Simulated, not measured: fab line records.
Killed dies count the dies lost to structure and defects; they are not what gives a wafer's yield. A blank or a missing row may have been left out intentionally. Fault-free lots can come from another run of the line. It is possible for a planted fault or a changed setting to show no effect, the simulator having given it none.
Chamber matching || flow n5Finfet || 4 sister chambers for N5_BEOL_M1_ETCH_77 on rieDiel-02
The step etches underlayer in N2/H2, target depth 6.5 nm, time 5.2 s. 4 wafers are shown with their chamber, then 12 later ones without.

== WAFERS PAIRED WITH THEIR CHAMBERS ==
{"wafer": "L084.2", "chamber": 1, "drypumpMotorCurrentA (A)": 5.8}
{"wafer": "L087.2", "chamber": 0, "drypumpMotorCurrentA (A)": 6.1}
{"wafer": "L092.4", "chamber": 3, "drypumpMotorCurrentA (A)": 4.9}
{"wafer": "L092.5", "chamber": 2, "drypumpMotorCurrentA (A)": 5.1}

== WAFERS WITHOUT THEIR CHAMBER ==
{"wafer": "L093.1", "drypumpMotorCurrentA (A)": 5.1}
{"wafer": "L093.5", "drypumpMotorCurrentA (A)": 5.1}
{"wafer": "L093.6", "drypumpMotorCurrentA (A)": 4.9}
{"wafer": "L094.1", "drypumpMotorCurrentA (A)": 4.9}
{"wafer": "L094.3", "drypumpMotorCurrentA (A)": 5.0}
{"wafer": "L094.4", "drypumpMotorCurrentA (A)": 6.1}
{"wafer": "L095.2", "drypumpMotorCurrentA (A)": 4.9}
{"wafer": "L095.4", "drypumpMotorCurrentA (A)": 5.8}
{"wafer": "L095.5", "drypumpMotorCurrentA (A)": 6.1}
{"wafer": "L096.1", "drypumpMotorCurrentA (A)": 5.8}
{"wafer": "L096.3", "drypumpMotorCurrentA (A)": 5.1}
{"wafer": "L096.6", "drypumpMotorCurrentA (A)": 5.8}

== WHICH CHAMBER EACH WENT THROUGH ==
{"wafer": "L093.1", "from the rows above": 2, "in truth": 2}
{"wafer": "L093.5", "from the rows above": 2, "in truth": 2}
{"wafer": "L093.6", "from the rows above": 3, "in truth": 3}
{"wafer": "L094.1", "from the rows above": 3, "in truth": 3}
{"wafer": "L094.3", "from the rows above": "can't be placed: 2 or 3", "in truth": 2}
{"wafer": "L094.4", "from the rows above": 0, "in truth": 0}
{"wafer": "L095.2", "from the rows above": 3, "in truth": 3}
{"wafer": "L095.4", "from the rows above": 1, "in truth": 1}
{"wafer": "L095.5", "from the rows above": 0, "in truth": 0}
{"wafer": "L096.1", "from the rows above": 1, "in truth": 1}
{"wafer": "L096.3", "from the rows above": 2, "in truth": 2}
{"wafer": "L096.6", "from the rows above": 1, "in truth": 1}
Correctly placed: 11 of 12. Unplaceable from these rows: 1, with the true chamber sitting among the candidates in 1. Placed wrongly: 0.
How it was worked out, from the rows above alone: a wafer's distance from a chamber is the root of the sum, over the readings, of the square of ((its reading less the chamber's mean) divided by the reading's scatter). If the next closest chamber is less than 2 further off than the closest, the wafer can't be placed; otherwise it belongs to the closest. For every chamber, the mean is computed from those of its wafers that are shown. The scatter: root of mean squared gap, hidden wafer to nearest shown wafer, with one shown wafer a chamber.
